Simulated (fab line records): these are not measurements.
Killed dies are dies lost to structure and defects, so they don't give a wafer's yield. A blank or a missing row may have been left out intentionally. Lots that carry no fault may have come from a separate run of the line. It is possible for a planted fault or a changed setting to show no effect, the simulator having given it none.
fab line records | flow nand_harc
[record] lots = 15 | wafers = 43 | last_day = 34
route steps=1302 shown A_ZERO_WELL@411 A_ONON_D1@427
lots untouched by any fault: they come from a run of this same line in which no faults occurred
start_h: the number of hours between the record's first day and the start of the first shown wafer of the lot | wait_h: hours since the lot's step before | " unchanged from the row above | L1.1+2: several wafers, shown together as one row | - value missing, or start not given | * or withheld: withheld | < > ~ a bound
route shown NAME@n: NAME is a module with steps in the file, n the number in the route of the first one | usual: mean/standard deviation taken from wafers without a fault | same: alike in all rows | chamber/n: place in a boat | sites: per-site readings | _std_site: how widely they spread, as a standard deviation | _edge_site: inner sites' mean taken away from outer sites' mean | radius_mm: for every site, how far away it sits from the centre of the wafer | mask NAME#n: copy n | behind: the most recent tool/chamber to have shaped the wafer | hold: why the lot went on hold/how many hours it stayed there/how the hold came to an end | device: the transistor (n, p or np) that didn't switch | end of line: tests of these same wafers at the route's end | a step given without rows: its recipe and nothing more | killed: dies that structure and defects cost at the first sort, which is not the same as the wafer's yield | map: shows each die of a wafer: x if killed, . if not, _ if none is there
set.NAME: setting as actually run; set.NAME@STEP: the setting as run at that earlier step | model.NAME: the simulator's own value behind a step, which no gauge read
route steps across a sampled set of lots; one table per step, one row per wafer
services: a tool's chamber out of use, with start hour (start_h, from the record's first day; less than 0 if before it), hours out, and reason
[[steps]]
[step NHARC_A_ZERO_WELL_RTA_16]
[recipe] temp_c = 1000 | time_s = 10
[usual] lamp_power_pct = 29/4.2 | wafer_temp_C_max = 1004.1/0.81
lot.wafer | tool          | chamber | start_h | wait_h | lamp_power_pct | wafer_temp_C_max
L686.1    | rtp_anneal-01 | 0       | 139.75  | -      | 25             | 1004.0
L686.2    | "             | 0       | "       | "      | 25             | 1003.7
L686.3    | "             | 0       | "       | "      | 25             | 1003.9
L688.1    | rtp_anneal-01 | 0       | 160.32  | -      | 26             | 1004.4
L688.5    | "             | 0       | "       | "      | 25             | 1004.2
L688.6    | "             | 0       | "       | "      | 25             | 1004.2
L691.1    | rtp_anneal-01 | 0       | 185.23  | -      | 26             | 1003.9
L691.5    | "             | 0       | "       | "      | 25             | 1002.7
L691.6    | "             | 0       | "       | "      | 26             | 1004.1
L692.1    | rtp_anneal-02 | 0       | 202.42  | 0.1    | 34             | 1003.7
L692.4    | "             | 0       | "       | "      | 34             | 1004.8
L692.5    | "             | 0       | "       | "      | 34             | 1004.5
L693.2    | rtp_anneal-02 | 0       | 207.39  | -      | 34             | 1003.7
L693.3    | "             | 0       | "       | "      | 34             | 1004.3
L693.4    | "             | 0       | "       | "      | 34             | 1005.6
L694.2    | rtp_anneal-01 | 0       | 228.50  | -      | 26             | 1003.5
L694.3    | "             | 0       | "       | "      | 26             | 1004.0
L694.5    | "             | 0       | "       | "      | 26             | 1003.6
L695.1    | rtp_anneal-01 | 0       | 232.70  | -      | 26             | 1006.5
L695.2    | "             | 0       | "       | "      | 26             | 1005.5
L695.4    | "             | 0       | "       | "      | 26             | 1004.9
L696.1    | rtp_anneal-01 | 0       | 236.79  | -      | 26             | 1004.3
L696.6    | "             | 0       | "       | "      | 25             | 1003.9
L698.1    | rtp_anneal-01 | 0       | 254.95  | -      | 25             | 1004.0
L698.4    | "             | 0       | "       | "      | 26             | 1005.9
L699.1    | rtp_anneal-01 | 0       | 265.90  | -      | 25             | 1003.1
L699.2    | "             | 0       | "       | "      | 25             | 1003.5
L699.3    | "             | 0       | "       | "      | 26             | 1004.0
L703.1    | rtp_anneal-02 | 0       | 304.27  | -      | 34             | 1003.6
L703.2    | "             | 0       | "       | "      | 34             | 1003.4
L703.6    | "             | 0       | "       | "      | 34             | 1002.9
L705.1    | rtp_anneal-01 | 0       | 328.97  | 0.1    | 26             | 1003.8
L705.4    | "             | 0       | "       | "      | 25             | 1004.8
L705.5    | "             | 0       | "       | "      | 26             | 1004.4
L706.1    | rtp_anneal-02 | 0       | 342.34  | 0.1    | 34             | 1003.0
L706.3    | "             | 0       | "       | "      | 34             | 1003.9
L706.4    | "             | 0       | "       | "      | 34             | 1002.8
L707.2    | rtp_anneal-01 | 0       | 343.83  | -      | 25             | 1004.6
L707.3    | "             | 0       | "       | "      | 25             | 1003.7
L707.6    | "             | 0       | "       | "      | 26             | 1004.0
L709.1    | rtp_anneal-02 | 0       | 378.31  | -      | 34             | 1005.5
L709.2    | "             | 0       | "       | "      | 34             | 1003.9
L709.4    | "             | 0       | "       | "      | 34             | 1004.7
[step NHARC_A_ONON_D1_THK_MEAS_05]
[recipe] thk_meas_gauge = ellipsometry
[usual] thk_nm = 1002/9.6
lot.wafer | tool          | chamber | start_h | wait_h | thk_nm
L686.1    | film_metro-02 | -       | 160.99  | -      | 1012
L686.2    | "             | -       | "       | "      | 1010
L686.3    | "             | -       | "       | "      | 1013
L688.1    | film_metro-01 | -       | 182.41  | -      | 1020
L688.5    | "             | -       | "       | "      | 1017
L688.6    | "             | -       | "       | "      | 1020
L691.1    | film_metro-01 | -       | 206.99  | -      | 989
L691.5    | "             | -       | "       | "      | 991
L691.6    | "             | -       | "       | "      | 991
L692.1    | film_metro-02 | -       | 224.03  | -      | 1013
L692.4    | "             | -       | "       | "      | 1012
L692.5    | "             | -       | "       | "      | 1013
L693.2    | film_metro-01 | -       | 231.82  | -      | 995
L693.3    | "             | -       | "       | "      | 998
L693.4    | "             | -       | "       | "      | 996
L694.2    | film_metro-02 | -       | 250.14  | -      | 1006
L694.3    | "             | -       | "       | "      | 1007
L694.5    | "             | -       | "       | "      | 1006
L695.1    | film_metro-02 | -       | 254.43  | -      | 1006
L695.2    | "             | -       | "       | "      | 1005
L695.4    | "             | -       | "       | "      | 1006
L696.1    | film_metro-01 | -       | 257.97  | -      | 995
L696.6    | "             | -       | "       | "      | 994
L698.1    | film_metro-02 | -       | 276.04  | -      | 997
L698.4    | "             | -       | "       | "      | 998
L699.1    | film_metro-02 | -       | 288.88  | -      | 993
L699.2    | "             | -       | "       | "      | 992
L699.3    | "             | -       | "       | "      | 990
L703.1    | film_metro-02 | -       | 325.52  | -      | 1006
L703.2    | "             | -       | "       | "      | 1005
L703.6    | "             | -       | "       | "      | 1005
L705.1    | film_metro-01 | -       | 352.51  | -      | 1002
L705.4    | "             | -       | "       | "      | 1001
L705.5    | "             | -       | "       | "      | 1004
L706.1    | film_metro-01 | -       | 363.59  | -      | 1002
L706.3    | "             | -       | "       | "      | 1003
L706.4    | "             | -       | "       | "      | 1003
L707.2    | film_metro-02 | -       | 363.70  | -      | 1007
L707.3    | "             | -       | "       | "      | 1005
L707.6    | "             | -       | "       | "      | 1006
L709.1    | film_metro-01 | -       | 400.95  | -      | 1012
L709.2    | "             | -       | "       | "      | 1012
L709.4    | "             | -       | "       | "      | 1014
[step NHARC_A_ONON_D1_THK_MEAS_24]
[recipe] thk_meas_gauge = ellipsometry
[usual] thk_nm = 998/10
lot.wafer | tool          | chamber | start_h | wait_h | thk_nm
L686.1    | film_metro-01 | -       | 171.58  | -      | 977
L686.2    | "             | -       | "       | "      | 976
L686.3    | "             | -       | "       | "      | 976
L688.1    | film_metro-02 | -       | 192.81  | -      | 1003
L688.5    | "             | -       | "       | "      | 1004
L688.6    | "             | -       | "       | "      | 1006
L691.1    | film_metro-02 | -       | 218.47  | -      | 981
L691.5    | "             | -       | "       | "      | 980
L691.6    | "             | -       | "       | "      | 983
L692.1    | film_metro-02 | -       | 234.88  | -      | 1000
L692.4    | "             | -       | "       | "      | 999
L692.5    | "             | -       | "       | "      | 1000
L693.2    | film_metro-02 | -       | 242.49  | -      | 995
L693.3    | "             | -       | "       | "      | 993
L693.4    | "             | -       | "       | "      | 994
L694.2    | film_metro-02 | -       | 260.55  | -      | 1012
L694.3    | "             | -       | "       | "      | 1010
L694.5    | "             | -       | "       | "      | 1011
L695.1    | film_metro-02 | -       | 268.40  | -      | 1017
L695.2    | "             | -       | "       | "      | 1016
L695.4    | "             | -       | "       | "      | 1015
L696.1    | film_metro-01 | -       | 268.43  | -      | 998
L696.6    | "             | -       | "       | "      | 998
L698.1    | film_metro-01 | -       | 285.35  | -      | 988
L698.4    | "             | -       | "       | "      | 988
L699.1    | film_metro-02 | -       | 299.45  | -      | 984
L699.2    | "             | -       | "       | "      | 985
L699.3    | "             | -       | "       | "      | 987
L703.1    | film_metro-02 | -       | 337.12  | -      | 993
L703.2    | "             | -       | "       | "      | 996
L703.6    | "             | -       | "       | "      | 995
L705.1    | film_metro-02 | -       | 363.34  | -      | 1009
L705.4    | "             | -       | "       | "      | 1010
L705.5    | "             | -       | "       | "      | 1010
L706.1    | film_metro-01 | -       | 374.77  | -      | 991
L706.3    | "             | -       | "       | "      | 990
L706.4    | "             | -       | "       | "      | 992
L707.2    | film_metro-01 | -       | 375.01  | -      | 1018
L707.3    | "             | -       | "       | "      | 1018
L707.6    | "             | -       | "       | "      | 1019
L709.1    | film_metro-01 | -       | 411.38  | -      | 1007
L709.2    | "             | -       | "       | "      | 1007
L709.4    | "             | -       | "       | "      | 1007
[step NHARC_A_ONON_D1_DEP_25]
[recipe] target_thk_a = 10000 | n2_flow_sccm = 2750 | n2o_flow_sccm = 2000 | nh3_flow_sccm = 500 | sih4_flow_sccm = 210 | temp_c = 400
[usual] n2o_flow_sccm = 2001/5.4
lot.wafer | tool          | chamber | start_h | wait_h | n2o_flow_sccm
L686.1    | pecvd_onon-03 | 0       | 171.64  | 0.1    | 2006
L686.2    | "             | 0       | "       | "      | 1996
L686.3    | "             | 0       | "       | "      | 2004
L688.1    | pecvd_onon-03 | 0       | 192.87  | 0.1    | 1999
L688.5    | "             | 0       | "       | "      | 2004
L688.6    | "             | 0       | "       | "      | 2005
L691.1    | pecvd_onon-01 | 0       | 218.53  | 0.1    | 1997
L691.5    | "             | 0       | "       | "      | 2000
L691.6    | "             | 0       | "       | "      | 1999
L692.1    | pecvd_onon-02 | 0       | 234.94  | 0.1    | 1987
L692.4    | "             | 0       | "       | "      | 1991
L692.5    | "             | 0       | "       | "      | 2007
L693.2    | pecvd_onon-02 | 0       | 242.62  | 0.1    | 1993
L693.3    | "             | 0       | "       | "      | 1996
L693.4    | "             | 0       | "       | "      | 2001
L694.2    | pecvd_onon-01 | 0       | 260.67  | 0.1    | 1991
L694.3    | "             | 0       | "       | "      | 2002
L694.5    | "             | 0       | "       | "      | 2003
L695.1    | pecvd_onon-03 | 0       | 268.46  | 0.1    | 2000
L695.2    | "             | 0       | "       | "      | 2003
L695.4    | "             | 0       | "       | "      | 2002
L696.1    | pecvd_onon-02 | 0       | 268.48  | 0.1    | 2001
L696.6    | "             | 0       | "       | "      | 1995
L698.1    | pecvd_onon-02 | 0       | 285.40  | 0.1    | 2006
L698.4    | "             | 0       | "       | "      | 1995
L699.1    | pecvd_onon-02 | 0       | 299.50  | 0.1    | 1992
L699.2    | "             | 0       | "       | "      | 2000
L699.3    | "             | 0       | "       | "      | 1994
L703.1    | pecvd_onon-01 | 0       | 337.18  | 0.1    | 2015
L703.2    | "             | 0       | "       | "      | 2007
L703.6    | "             | 0       | "       | "      | 2008
L705.1    | pecvd_onon-02 | 0       | 363.41  | 0.1    | 2013
L705.4    | "             | 0       | "       | "      | 2006
L705.5    | "             | 0       | "       | "      | 1997
L706.1    | pecvd_onon-01 | 0       | 374.82  | 0.1    | 2003
L706.3    | "             | 0       | "       | "      | 2000
L706.4    | "             | 0       | "       | "      | 2009
L707.2    | pecvd_onon-03 | 0       | 375.12  | 0.1    | 1995
L707.3    | "             | 0       | "       | "      | 1997
L707.6    | "             | 0       | "       | "      | 2003
L709.1    | pecvd_onon-01 | 0       | 411.43  | 0.1    | 2000
L709.2    | "             | 0       | "       | "      | 1998
L709.4    | "             | 0       | "       | "      | 2000
[step NHARC_A_ONON_D1_THK_MEAS_27]
[recipe] thk_meas_gauge = ellipsometry
[usual] thk_nm = 1003/7.7
lot.wafer | tool          | chamber | start_h | wait_h | thk_nm
L686.1    | film_metro-02 | -       | 172.14  | -      | 1006
L686.2    | "             | -       | "       | "      | 1009
L686.3    | "             | -       | "       | "      | 1007
L688.1    | film_metro-02 | -       | 193.38  | -      | 1006
L688.5    | "             | -       | "       | "      | 1004
L688.6    | "             | -       | "       | "      | 1006
L691.1    | film_metro-02 | -       | 219.04  | -      | 991
L691.5    | "             | -       | "       | "      | 991
L691.6    | "             | -       | "       | "      | 993
L692.1    | film_metro-02 | -       | 235.45  | -      | 986
L692.4    | "             | -       | "       | "      | 988
L692.5    | "             | -       | "       | "      | 986
L693.2    | film_metro-02 | -       | 243.08  | -      | 1012
L693.3    | "             | -       | "       | "      | 1010
L693.4    | "             | -       | "       | "      | 1009
L694.2    | film_metro-02 | -       | 261.12  | -      | 1002
L694.3    | "             | -       | "       | "      | 1003
L694.5    | "             | -       | "       | "      | 1002
L695.1    | film_metro-02 | -       | 268.97  | -      | 1000
L695.2    | "             | -       | "       | "      | 998
L695.4    | "             | -       | "       | "      | 1001
L696.1    | film_metro-01 | -       | 269.00  | -      | 914
L696.6    | "             | -       | "       | "      | 915
L698.1    | film_metro-02 | -       | 285.92  | -      | 926
L698.4    | "             | -       | "       | "      | 1007
L699.1    | film_metro-01 | -       | 300.01  | -      | 926
L699.2    | "             | -       | "       | "      | 1009
L699.3    | "             | -       | "       | "      | 1007
L703.1    | film_metro-02 | -       | 337.69  | -      | 1002
L703.2    | "             | -       | "       | "      | 1006
L703.6    | "             | -       | "       | "      | 1003
L705.1    | film_metro-01 | -       | 363.91  | -      | 1002
L705.4    | "             | -       | "       | "      | 1005
L705.5    | "             | -       | "       | "      | 1004
L706.1    | film_metro-01 | -       | 375.33  | -      | 1003
L706.3    | "             | -       | "       | "      | 1001
L706.4    | "             | -       | "       | "      | 1003
L707.2    | film_metro-01 | -       | 375.57  | -      | 990
L707.3    | "             | -       | "       | "      | 989
L707.6    | "             | -       | "       | "      | 990
L709.1    | film_metro-01 | -       | 411.95  | -      | 1003
L709.2    | "             | -       | "       | "      | 1005
L709.4    | "             | -       | "       | "      | 1003
[[services]]
tool          | chamber | start_h | hours | kind
pecvd_onon-02 | -       | 185.22  | 13.0  | pm
pecvd_onon-02 | -       | 214.53  | 5.3   | repair
pecvd_onon-03 | -       | 227.00  | 13.0  | pm
pecvd_onon-01 | -       | 269.00  | 13.0  | pm
pecvd_onon-02 | -       | 366.22  | 13.0  | pm
rtp_anneal-01 | -       | 372.00  | 12.0  | pm
pecvd_onon-03 | -       | 408.00  | 13.0  | pm
[[key]]
[first_sign] step = NHARC_A_ONON_D1_THK_MEAS_27 | reading = thk_nm | direction = down | sigmas = 11 | usual = 1003 | struck = 920
effect none on later readings
met_at NHARC_A_ONON_D1_DEP_25
struck_lots L696,L698,L699
struck_wafers L696.1,L696.6,L698.1,L699.1
later_rows_left_out L696.1,L696.6,L698.1,L699.1
sort_left_out L696.1,L696.6,L698.1,L699.1
tester_left_out L696,L698,L699
not_acting_at NHARC_A_ZERO_WELL_RTA_16,NHARC_A_ONON_D1_THK_MEAS_05,NHARC_A_ONON_D1_THK_MEAS_24
onset_between 242.62 268.48
[fault] kind = process_parameter_drift | tool = pecvd_onon-02 | chamber = - | onset_h = 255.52 | steps = NHARC_A_ONON_D1_DEP_25 | channel = target_thk_a | offset = * | shape = step | end_h = 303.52 | scope = struck_wafers_only | acts_in = * | stated = *
// tester_left_out: of these lots the tester's yield and bins aren't shown, on N5 and GAA mostly nor the transistor test; their killed dies are dies lost to structure and defects alone, not to doping, threshold or leakage, so they don't give the yield
// sort_left_out: the simulated sort isn't trusted on such a fault, so these wafers' sort isn't shown, and their yield isn't known
// later_rows_left_out: the simulator's readings of these wafers behind a module that went badly wrong aren't trusted and aren't shown, but for the sort
